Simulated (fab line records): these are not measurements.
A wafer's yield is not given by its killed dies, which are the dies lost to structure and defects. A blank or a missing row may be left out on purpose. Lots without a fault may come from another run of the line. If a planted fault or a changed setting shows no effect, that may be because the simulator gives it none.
Split-lot experiment / flow n5_finfet / 39 wafers read from 7 lots, route of 1938 steps

## ON THE SPLIT
At N5_MIM_TOP_SPUTTER_03 (material TiN, target thk 35 nm, time 89.7 s), the setting target_thk_a was moved away from the recipe's 350 angstrom on 15 of the 39 wafers read, by -54.8% to +54.6%. The other wafers ran this setting at the recipe's value.

The split's own step is where the reading is taken.

## THE READING
TiN_of_MIM_TOP_SPUTTER_03.thk_nm (the simulator's own value, which no gauge read), in nm, at N5_MIM_TOP_SPUTTER_03 (material TiN, target thk 35 nm, time 89.7 s). The file gives no usual value for it. Across the 24 wafers here that went through the recipe, the average is 34.8 nm and the standard deviation 0.64 nm.

wafer=L075.1; tool, chamber at the split=pvd_sputter-03, -; target_thk_a as run, angstrom=158.1; against the recipe=-54.8%; TiN_of_MIM_TOP_SPUTTER_03.thk_nm, nm=15.2; against lot-mates on the recipe=-19.4
wafer=L075.2; tool, chamber at the split=pvd_sputter-03, -; target_thk_a as run, angstrom=350; against the recipe=recipe; TiN_of_MIM_TOP_SPUTTER_03.thk_nm, nm=34.2; against lot-mates on the recipe=-
wafer=L075.3; tool, chamber at the split=pvd_sputter-03, -; target_thk_a as run, angstrom=158.1; against the recipe=-54.8%; TiN_of_MIM_TOP_SPUTTER_03.thk_nm, nm=15.8; against lot-mates on the recipe=-18.8
wafer=L075.4; tool, chamber at the split=pvd_sputter-03, -; target_thk_a as run, angstrom=158.1; against the recipe=-54.8%; TiN_of_MIM_TOP_SPUTTER_03.thk_nm, nm=15.4; against lot-mates on the recipe=-19.2
wafer=L075.5; tool, chamber at the split=pvd_sputter-03, -; target_thk_a as run, angstrom=350; against the recipe=recipe; TiN_of_MIM_TOP_SPUTTER_03.thk_nm, nm=35; against lot-mates on the recipe=-
wafer=L075.6; tool, chamber at the split=pvd_sputter-03, -; target_thk_a as run, angstrom=350; against the recipe=recipe; TiN_of_MIM_TOP_SPUTTER_03.thk_nm, nm=34.6; against lot-mates on the recipe=-
wafer=L077.1; tool, chamber at the split=pvd_sputter-02, -; target_thk_a as run, angstrom=350; against the recipe=recipe; TiN_of_MIM_TOP_SPUTTER_03.thk_nm, nm=34.4; against lot-mates on the recipe=-
wafer=L077.4; tool, chamber at the split=pvd_sputter-02, -; target_thk_a as run, angstrom=350; against the recipe=recipe; TiN_of_MIM_TOP_SPUTTER_03.thk_nm, nm=34.4; against lot-mates on the recipe=-
wafer=L077.2; tool, chamber at the split=pvd_sputter-02, -; target_thk_a as run, angstrom=350; against the recipe=recipe; TiN_of_MIM_TOP_SPUTTER_03.thk_nm, nm=35.4; against lot-mates on the recipe=-
wafer=L077.5; tool, chamber at the split=pvd_sputter-02, -; target_thk_a as run, angstrom=350; against the recipe=recipe; TiN_of_MIM_TOP_SPUTTER_03.thk_nm, nm=35.4; against lot-mates on the recipe=-
wafer=L077.6; tool, chamber at the split=pvd_sputter-02, -; target_thk_a as run, angstrom=350; against the recipe=recipe; TiN_of_MIM_TOP_SPUTTER_03.thk_nm, nm=35.4; against lot-mates on the recipe=-
wafer=L077.3; tool, chamber at the split=pvd_sputter-02, -; target_thk_a as run, angstrom=350; against the recipe=recipe; TiN_of_MIM_TOP_SPUTTER_03.thk_nm, nm=35.8; against lot-mates on the recipe=-
wafer=L081.1; tool, chamber at the split=pvd_sputter-03, -; target_thk_a as run, angstrom=541.1; against the recipe=+54.6%; TiN_of_MIM_TOP_SPUTTER_03.thk_nm, nm=53.8; against lot-mates on the recipe=+19.2
wafer=L081.2; tool, chamber at the split=pvd_sputter-03, -; target_thk_a as run, angstrom=541.1; against the recipe=+54.6%; TiN_of_MIM_TOP_SPUTTER_03.thk_nm, nm=53.4; against lot-mates on the recipe=+18.8
wafer=L081.3; tool, chamber at the split=pvd_sputter-03, -; target_thk_a as run, angstrom=350; against the recipe=recipe; TiN_of_MIM_TOP_SPUTTER_03.thk_nm, nm=35; against lot-mates on the recipe=-
wafer=L081.4; tool, chamber at the split=pvd_sputter-03, -; target_thk_a as run, angstrom=541.1; against the recipe=+54.6%; TiN_of_MIM_TOP_SPUTTER_03.thk_nm, nm=53.6; against lot-mates on the recipe=+19.0
wafer=L081.5; tool, chamber at the split=pvd_sputter-03, -; target_thk_a as run, angstrom=350; against the recipe=recipe; TiN_of_MIM_TOP_SPUTTER_03.thk_nm, nm=34; against lot-mates on the recipe=-
wafer=L081.6; tool, chamber at the split=pvd_sputter-03, -; target_thk_a as run, angstrom=350; against the recipe=recipe; TiN_of_MIM_TOP_SPUTTER_03.thk_nm, nm=34.8; against lot-mates on the recipe=-
wafer=L082.1; tool, chamber at the split=pvd_sputter-02, -; target_thk_a as run, angstrom=350; against the recipe=recipe; TiN_of_MIM_TOP_SPUTTER_03.thk_nm, nm=33.8; against lot-mates on the recipe=-
wafer=L082.4; tool, chamber at the split=pvd_sputter-02, -; target_thk_a as run, angstrom=350; against the recipe=recipe; TiN_of_MIM_TOP_SPUTTER_03.thk_nm, nm=33.8; against lot-mates on the recipe=-
wafer=L082.6; tool, chamber at the split=pvd_sputter-02, -; target_thk_a as run, angstrom=350; against the recipe=recipe; TiN_of_MIM_TOP_SPUTTER_03.thk_nm, nm=34; against lot-mates on the recipe=-
wafer=L084.1; tool, chamber at the split=pvd_sputter-01, -; target_thk_a as run, angstrom=231.9; against the recipe=-33.7%; TiN_of_MIM_TOP_SPUTTER_03.thk_nm, nm=22.8; against lot-mates on the recipe=-11.7
wafer=L084.5; tool, chamber at the split=pvd_sputter-01, -; target_thk_a as run, angstrom=231.9; against the recipe=-33.7%; TiN_of_MIM_TOP_SPUTTER_03.thk_nm, nm=22.8; against lot-mates on the recipe=-11.7
wafer=L084.2; tool, chamber at the split=pvd_sputter-01, -; target_thk_a as run, angstrom=350; against the recipe=recipe; TiN_of_MIM_TOP_SPUTTER_03.thk_nm, nm=35; against lot-mates on the recipe=-
wafer=L084.6; tool, chamber at the split=pvd_sputter-01, -; target_thk_a as run, angstrom=350; against the recipe=recipe; TiN_of_MIM_TOP_SPUTTER_03.thk_nm, nm=35; against lot-mates on the recipe=-
wafer=L084.3; tool, chamber at the split=pvd_sputter-01, -; target_thk_a as run, angstrom=231.9; against the recipe=-33.7%; TiN_of_MIM_TOP_SPUTTER_03.thk_nm, nm=22.6; against lot-mates on the recipe=-11.9
wafer=L084.4; tool, chamber at the split=pvd_sputter-01, -; target_thk_a as run, angstrom=350; against the recipe=recipe; TiN_of_MIM_TOP_SPUTTER_03.thk_nm, nm=33.6; against lot-mates on the recipe=-
wafer=L085.1; tool, chamber at the split=pvd_sputter-01, -; target_thk_a as run, angstrom=350; against the recipe=recipe; TiN_of_MIM_TOP_SPUTTER_03.thk_nm, nm=35.4; against lot-mates on the recipe=-
wafer=L085.2; tool, chamber at the split=pvd_sputter-01, -; target_thk_a as run, angstrom=350; against the recipe=recipe; TiN_of_MIM_TOP_SPUTTER_03.thk_nm, nm=36; against lot-mates on the recipe=-
wafer=L085.3; tool, chamber at the split=pvd_sputter-01, -; target_thk_a as run, angstrom=513; against the recipe=+46.6%; TiN_of_MIM_TOP_SPUTTER_03.thk_nm, nm=51.6; against lot-mates on the recipe=+16.3
wafer=L085.4; tool, chamber at the split=pvd_sputter-01, -; target_thk_a as run, angstrom=350; against the recipe=recipe; TiN_of_MIM_TOP_SPUTTER_03.thk_nm, nm=34.6; against lot-mates on the recipe=-
wafer=L085.5; tool, chamber at the split=pvd_sputter-01, -; target_thk_a as run, angstrom=513; against the recipe=+46.6%; TiN_of_MIM_TOP_SPUTTER_03.thk_nm, nm=51.8; against lot-mates on the recipe=+16.5
wafer=L085.6; tool, chamber at the split=pvd_sputter-01, -; target_thk_a as run, angstrom=513; against the recipe=+46.6%; TiN_of_MIM_TOP_SPUTTER_03.thk_nm, nm=52.2; against lot-mates on the recipe=+16.9
wafer=L097.1; tool, chamber at the split=pvd_sputter-01, -; target_thk_a as run, angstrom=446.3; against the recipe=+27.5%; TiN_of_MIM_TOP_SPUTTER_03.thk_nm, nm=44; against lot-mates on the recipe=+9.0
wafer=L097.5; tool, chamber at the split=pvd_sputter-01, -; target_thk_a as run, angstrom=446.3; against the recipe=+27.5%; TiN_of_MIM_TOP_SPUTTER_03.thk_nm, nm=44; against lot-mates on the recipe=+9.0
wafer=L097.2; tool, chamber at the split=pvd_sputter-01, -; target_thk_a as run, angstrom=350; against the recipe=recipe; TiN_of_MIM_TOP_SPUTTER_03.thk_nm, nm=34.8; against lot-mates on the recipe=-
wafer=L097.6; tool, chamber at the split=pvd_sputter-01, -; target_thk_a as run, angstrom=350; against the recipe=recipe; TiN_of_MIM_TOP_SPUTTER_03.thk_nm, nm=34.8; against lot-mates on the recipe=-
wafer=L097.3; tool, chamber at the split=pvd_sputter-01, -; target_thk_a as run, angstrom=350; against the recipe=recipe; TiN_of_MIM_TOP_SPUTTER_03.thk_nm, nm=35.4; against lot-mates on the recipe=-
wafer=L097.4; tool, chamber at the split=pvd_sputter-01, -; target_thk_a as run, angstrom=446.3; against the recipe=+27.5%; TiN_of_MIM_TOP_SPUTTER_03.thk_nm, nm=43.8; against lot-mates on the recipe=+8.8

FIT RESULTS
A straight line over all 39 wafers: TiN_of_MIM_TOP_SPUTTER_03.thk_nm changes by +0.352 nm for each +1% of target_thk_a; r = +1.00; the points scatter about the line by 0.6 nm.
The same after taking each lot's own level away (the mean of its wafers on the recipe; 39 wafers): +0.348 nm for each +1%; r = +1.00; scatter 0.44 nm.
Per that fit: largest target_thk_a move, reading shift of 19 nm.
Across the lots, their own levels run from 33.87 to 35.33 nm, a range of 2.3 times the standard deviation given above.
Hence the lot-to-lot level has little effect on the slope; both slopes agree.
Check: with one of the wafers moved furthest among these (-54.8%) left out of the fit, the line predicts -19.1 nm for it against its lot-mates. Against them it came out at -19.4 nm.

## THESE WAFERS: OTHER SPLITS
These wafers also went through other splits before the reading. Each is held against what the fit with the lots' levels taken away leaves over:
other split on the same wafers=N5_BEOL_M10_ILD_DEP_00 time_s; wafers away from the commonest value=15; r with TiN_of_MIM_TOP_SPUTTER_03.thk_nm (lot level and that fit taken away)=+0.06
other split on the same wafers=N5_BEOL_M12_TRENCH_ETCH_34 time_s; wafers away from the commonest value=18; r with TiN_of_MIM_TOP_SPUTTER_03.thk_nm (lot level and that fit taken away)=+0.26

## FILE'S OWN FIT
TiN_of_MIM_TOP_SPUTTER_03.thk_nm changes by +0.348 nm for each +1% of target_thk_a, r = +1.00.
